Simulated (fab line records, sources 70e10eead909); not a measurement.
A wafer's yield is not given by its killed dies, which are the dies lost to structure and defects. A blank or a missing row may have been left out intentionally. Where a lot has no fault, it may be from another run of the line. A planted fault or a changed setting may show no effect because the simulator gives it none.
Matching of chambers | flow nand-harc | NHARC_A_STAIRCASE_CMP_152 on cmp-02 has 4 sister chambers
The step polishes. 8 wafers are shown with their chamber, then 7 later ones without.

EACH WAFER AND ITS CHAMBER
wafer  | chamber | motor-current-A (A)
L075.3 | 2       | 13.2
L078.5 | 1       | 11.1
L078.6 | 0       | 9.9
L085.1 | 1       | 11.8
L085.3 | 2       | 13.1
L085.4 | 3       | 12.6
L087.1 | 0       | 9.0
L087.2 | 3       | 12.7

WAFERS WHOSE CHAMBER IS MISSING
wafer  | motor-current-A (A)
L087.3 | 11.5
L088.2 | 13.6
L088.5 | 9.6
L088.6 | 10.9
L092.1 | 12.6
L092.2 | 9.4
L092.4 | 10.7

THE CHAMBER EACH PASSED THROUGH
wafer  | from the rows above     | in truth
L087.3 | 1                       | 1
L088.2 | can't be placed: 2 or 3 | 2
L088.5 | 0                       | 0
L088.6 | 1                       | 1
L092.1 | can't be placed: 3 or 2 | 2
L092.2 | 0                       | 0
L092.4 | can't be placed: 1 or 0 | 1
Correct placement for 4 of the 7. Not placeable from these rows: 3 (in 3, the candidates include the true chamber). Placed wrongly: 0.
How it was worked out, from the rows above alone: a wafer's distance from a chamber is the root of the sum, over the readings, of the square of ((its reading less the chamber's mean) divided by the reading's scatter). The wafer belongs to the nearest chamber; if the next one is less than 2 further off, it can't be placed. A chamber's mean is the mean of its shown wafers. The scatter: take each reading less its chamber's mean, square it, sum over the shown wafers, divide by the number of wafers less the number of chambers, and take the root.
